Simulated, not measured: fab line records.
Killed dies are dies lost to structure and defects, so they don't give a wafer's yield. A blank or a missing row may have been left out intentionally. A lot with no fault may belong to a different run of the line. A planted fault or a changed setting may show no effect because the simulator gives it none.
Matching of chambers | flow nand harc | NHARC_A_CONTACT_ETCH_106 on rie diel-02: 4 sister chambers
The step etches the open film in CF4/O2, target depth 90 nm, overetch 9 nm, time 49.5 s. 30 wafers are shown with their chamber, then 12 later ones without.

## WAFERS PAIRED WITH THEIR CHAMBERS
wafer  | chamber | drypump motor current A (A) | oes product au (a.u.) | rf vpp V (V)
L074.1 | 1       | 5.7                         | 0.990                 | 196.8
L074.4 | 0       | 6.0                         | 1.000                 | 200.3
L074.6 | 0       | 6.0                         | 0.999                 | 199.6
L078.2 | 0       | 6.0                         | 0.987                 | 199.7
L078.5 | 0       | 6.0                         | 0.984                 | 197.8
L078.6 | 1       | 5.7                         | 1.008                 | 196.5
L079.1 | 2       | 5.8                         | 1.003                 | 197.5
L079.5 | 0       | 6.0                         | 0.979                 | 198.6
L079.6 | 3       | 5.9                         | 0.981                 | 196.0
L081.2 | 1       | 5.7                         | 0.999                 | 195.7
L081.3 | 0       | 6.0                         | 0.977                 | 198.8
L081.6 | 3       | 5.9                         | 0.984                 | 195.8
L082.1 | 1       | 5.7                         | 1.000                 | 197.3
L082.2 | 0       | 6.0                         | 1.003                 | 197.3
L082.6 | 1       | 5.7                         | 1.000                 | 195.0
L083.1 | 2       | 5.8                         | 1.026                 | 197.3
L083.2 | 3       | 5.9                         | 0.992                 | 197.6
L083.6 | 1       | 5.7                         | 0.999                 | 195.7
L085.2 | 1       | 5.7                         | 1.002                 | 197.6
L085.4 | 0       | 5.9                         | 1.005                 | 199.1
L085.6 | 2       | 5.8                         | 1.013                 | 196.7
L088.1 | 3       | 5.9                         | 0.987                 | 196.1
L088.3 | 0       | 6.0                         | 0.988                 | 199.2
L088.4 | 2       | 5.8                         | 1.006                 | 195.9
L087.1 | 1       | 5.7                         | 1.002                 | 196.8
L087.3 | 0       | 6.0                         | 1.001                 | 198.7
L087.4 | 2       | 5.8                         | 1.012                 | 195.3
L091.3 | 0       | 6.0                         | 1.000                 | 200.0
L091.5 | 1       | 5.7                         | 0.999                 | 194.6
L091.6 | 0       | 6.0                         | 0.992                 | 198.6

SIGNATURES, as means of the wafers listed above
reading                 | chamber 0 | chamber 1 | chamber 2 | chamber 3 | scatter within a chamber
drypump motor current A | 5.992     | 5.700     | 5.800     | 5.900     | 0.0188
oes product au          | 0.99292   | 0.99989   | 1.01200   | 0.98600   | 0.00782
rf vpp V                | 198.975   | 196.222   | 196.540   | 196.375   | 0.927
Rule: for a wafer and a chamber, the distance is found by dividing, reading by reading, the gap between the wafer's reading and the chamber's mean by the reading's scatter, squaring, summing and taking the root. If the next closest chamber is less than 2 further off than the closest, the wafer can't be placed; otherwise it belongs to the closest. The scatter: the root of (the sum of the squares of (reading less its chamber's mean) over the shown wafers, divided by (wafers less chambers)).

## WAFERS MISSING THEIR CHAMBER
wafer  | drypump motor current A (A) | oes product au (a.u.) | rf vpp V (V)
L090.1 | 5.8                         | 1.003                 | 196.0
L090.3 | 6.0                         | 1.002                 | 198.4
L090.4 | 5.7                         | 0.996                 | 196.6
L092.1 | 6.0                         | 0.991                 | 200.1
L092.2 | 5.9                         | 0.985                 | 195.0
L092.5 | 5.7                         | 1.013                 | 196.2
L096.2 | 5.9                         | 0.988                 | 196.8
L096.3 | 5.8                         | 1.010                 | 196.0
L096.4 | 6.0                         | 0.994                 | 198.3
L097.1 | 5.7                         | 0.997                 | 196.9
L097.3 | 5.8                         | 1.008                 | 195.2
L097.6 | 5.8                         | 1.012                 | 195.5

## EACH ONE'S CHAMBER
wafer  | from the rows above | in truth
L090.1 | 2                   | 2
L090.3 | 0                   | 0
L090.4 | 1                   | 1
L092.1 | 0                   | 0
L092.2 | 3                   | 3
L092.5 | 1                   | 1
L096.2 | 3                   | 3
L096.3 | 2                   | 2
L096.4 | 0                   | 0
L097.1 | 1                   | 1
L097.3 | 2                   | 2
L097.6 | 2                   | 2
Correct placement for 12 of the 12. Left unplaced by these rows: 0. 0 placed wrongly.
